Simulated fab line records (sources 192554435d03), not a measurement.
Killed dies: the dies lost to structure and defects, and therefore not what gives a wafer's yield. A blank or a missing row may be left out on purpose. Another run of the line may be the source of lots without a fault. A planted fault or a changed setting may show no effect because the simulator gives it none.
Chamber matching || flow n5_finfet || cmp-04 running N5_PMOS_HMC_CHANNEL_EPI_CMP_21: 4 sister chambers
The step polishes SiGe30, target thk 54 nm. 14 wafers are shown with their chamber, then 7 later ones without.

WAFERS, EACH WITH ITS CHAMBER
{"wafer": "L076.1", "chamber": 0, "motor_current_A (A)": 10.8}
{"wafer": "L076.2", "chamber": 1, "motor_current_A (A)": 11.3}
{"wafer": "L076.3", "chamber": 3, "motor_current_A (A)": 12.9}
{"wafer": "L079.1", "chamber": 2, "motor_current_A (A)": 10.6}
{"wafer": "L079.4", "chamber": 1, "motor_current_A (A)": 12.3}
{"wafer": "L079.6", "chamber": 0, "motor_current_A (A)": 10.8}
{"wafer": "L082.1", "chamber": 2, "motor_current_A (A)": 10.1}
{"wafer": "L082.2", "chamber": 3, "motor_current_A (A)": 12.5}
{"wafer": "L082.4", "chamber": 0, "motor_current_A (A)": 10.3}
{"wafer": "L084.1", "chamber": 3, "motor_current_A (A)": 12.6}
{"wafer": "L084.5", "chamber": 3, "motor_current_A (A)": 12.1}
{"wafer": "L084.6", "chamber": 0, "motor_current_A (A)": 10.7}
{"wafer": "L091.1", "chamber": 2, "motor_current_A (A)": 10.0}
{"wafer": "L091.3", "chamber": 0, "motor_current_A (A)": 10.6}

SIGNATURES, as means of the wafers listed above
{"reading": "motor_current_A", "chamber 0": 10.640, "chamber 1": 11.800, "chamber 2": 10.233, "chamber 3": 12.525, "scatter within a chamber": 0.347}
Rule: for a wafer and a chamber, the distance is found by dividing, reading by reading, the gap between the wafer's reading and the chamber's mean by the reading's scatter, squaring, summing and taking the root. If the next closest chamber is less than 2 further off than the closest, the wafer can't be placed; otherwise it belongs to the closest. The scatter: the root of (the sum of the squares of (reading less its chamber's mean) over the shown wafers, divided by (wafers less chambers)).

WAFERS WHOSE CHAMBER IS MISSING
{"wafer": "L091.5", "motor_current_A (A)": 10.3}
{"wafer": "L092.1", "motor_current_A (A)": 11.8}
{"wafer": "L092.2", "motor_current_A (A)": 10.9}
{"wafer": "L092.6", "motor_current_A (A)": 13.0}
{"wafer": "L096.1", "motor_current_A (A)": 10.2}
{"wafer": "L096.2", "motor_current_A (A)": 11.4}
{"wafer": "L096.5", "motor_current_A (A)": 11.4}

EACH ONE'S CHAMBER
{"wafer": "L091.5", "from the rows above": "can't be placed: 2 or 0", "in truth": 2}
{"wafer": "L092.1", "from the rows above": 1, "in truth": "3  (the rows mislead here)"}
{"wafer": "L092.2", "from the rows above": "can't be placed: 0 or 2 or 1", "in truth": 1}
{"wafer": "L092.6", "from the rows above": 3, "in truth": 3}
{"wafer": "L096.1", "from the rows above": "can't be placed: 2 or 0", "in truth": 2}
{"wafer": "L096.2", "from the rows above": "can't be placed: 1 or 0", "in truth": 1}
{"wafer": "L096.5", "from the rows above": "can't be placed: 1 or 0", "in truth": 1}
Correct placement for 1 of the 7. Cannot be placed on the basis of these rows: 5; the candidates contain the true chamber in 5. Placed wrongly: 1.
